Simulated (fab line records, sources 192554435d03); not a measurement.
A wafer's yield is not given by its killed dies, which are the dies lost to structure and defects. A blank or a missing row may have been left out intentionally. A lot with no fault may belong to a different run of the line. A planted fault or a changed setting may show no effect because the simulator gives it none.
What tool caused it?    flow n5 finfet    11 lots with 33 wafers sampled at 4 steps, on a route of 1938 steps

WHAT THE GAUGES READ, wafer by wafer
N5_PASSIVATION_CD_MEAS_30 targets a cd of 4000 nm.
lot   measured      on         cd nm (nm)
L452  day 13 00:53  cd sem-01  4003.1 4001.7 4000.5
L453  day 13 02:05  cd sem-01  3999.0 3998.3 3997.1
L454  day 13 06:26  cd sem-03  3998.5 3999.4 4000.2
L456  day 14 03:08  cd sem-03  3998.0 3996.9 3997.3
L459  day 14 15:41  cd sem-02  3999.8 3998.4 3997.6
L460  day 14 16:32  cd sem-01  3998.3 3999.2 3998.8
L461  day 15 09:05  cd sem-02  4003.5 4003.6 4002.7
L462  day 15 14:05  cd sem-02  4002.7 4003.9 4003.1
L465  day 15 17:26  cd sem-01  4004.8 4004.0 4002.0
L466  day 16 02:53  cd sem-02  4001.1 4001.7 4002.2
L471  day 18 08:14  cd sem-02  4000.0 3998.9 4001.3

TOOL THAT RAN EACH LOT (tool first, then ch and the chambers of the sampled wafers, then the start)
lot   N5_BEOL_M6_HM_STRIP_39               N5_PASSIVATION_DESCUM_12            N5_PASSIVATION_PASS_ETCH_74
L452  wet bench-03 ch 3,5,7, day 9 09:37   rie diel-01 ch 1,2,3, day 12 23:32  rie diel-01 ch 1,2,3, day 12 23:36
L453  wet bench-04 ch 2,5,7, day 9 13:51   rie diel-01 ch 0,2,3, day 13 00:50  rie diel-01 ch 0,2,3, day 13 00:55
L454  wet bench-02 ch 1,4,7, day 10 00:13  rie diel-03 ch 1,2, day 13 05:04    rie diel-03 ch 1,2, day 13 05:08
L456  wet bench-03 ch 1,4,5, day 10 12:39  rie diel-06 ch 1,3, day 14 01:18    rie diel-06 ch 1,3, day 14 01:22
L459  wet bench-04 ch 0,2,6, day 11 04:14  rie diel-01 ch 0,1, day 14 13:30    rie diel-01 ch 0,1, day 14 13:34
L460  wet bench-02 ch 0,1,4, day 11 15:29  rie diel-01 ch 0,2, day 14 15:08    rie diel-01 ch 0,2, day 14 15:12
L461  wet bench-02 ch 0,2,7, day 12 04:38  rie diel-01 ch 1,2,3, day 15 07:38  rie diel-01 ch 1,2,3, day 15 07:42
L462  wet bench-02 ch 2,3,7, day 12 11:20  rie diel-06 ch 0,3, day 15 12:33    rie diel-06 ch 0,3, day 15 12:37
L465  wet bench-02 ch 1,2,3, day 12 18:04  rie diel-01 ch 0,1,3, day 15 15:51  rie diel-01 ch 0,1,3, day 15 15:55
L466  wet bench-02 ch 3,4,6, day 13 01:52  rie diel-03 ch 0,1, day 16 01:31    rie diel-03 ch 0,1, day 16 01:35
L471  wet bench-03 ch 0,2,7, day 14 14:02  rie diel-06 ch 0,2, day 18 06:29    rie diel-06 ch 0,2, day 18 06:34
- N5_BEOL_M6_HM_STRIP_39: strips TiN in peroxide tin strip, target depth 25 nm, time 158 s.
- N5_PASSIVATION_DESCUM_12: chemistry O2, time 7.9 s.
- N5_PASSIVATION_PASS_ETCH_74: etches SiNx in CF4/O2, target depth 220 nm, time 110 s.

THE ANSWER, worked out from the rows above alone
Rule: the usual values come from the lots themselves. The widest of any qualifying gaps counts: lots, ordered by their means at a reading, are off when they make up no more than a third of the lots, leave a main group of 4 or more, and stand apart from it by 3 or more times the standard deviation of that group's means. A main group whose means are all the same, to the digits that the tables above print for the reading, isn't used. A lot without any number at a reading at which 4 lots or more have one is off too. All remaining lots with rows at the step are treated as sound.
No lot is off on any of the readings shown, so nothing can be concluded from this.

WHAT HAD BEEN PUT IN BY THE SIMULATOR
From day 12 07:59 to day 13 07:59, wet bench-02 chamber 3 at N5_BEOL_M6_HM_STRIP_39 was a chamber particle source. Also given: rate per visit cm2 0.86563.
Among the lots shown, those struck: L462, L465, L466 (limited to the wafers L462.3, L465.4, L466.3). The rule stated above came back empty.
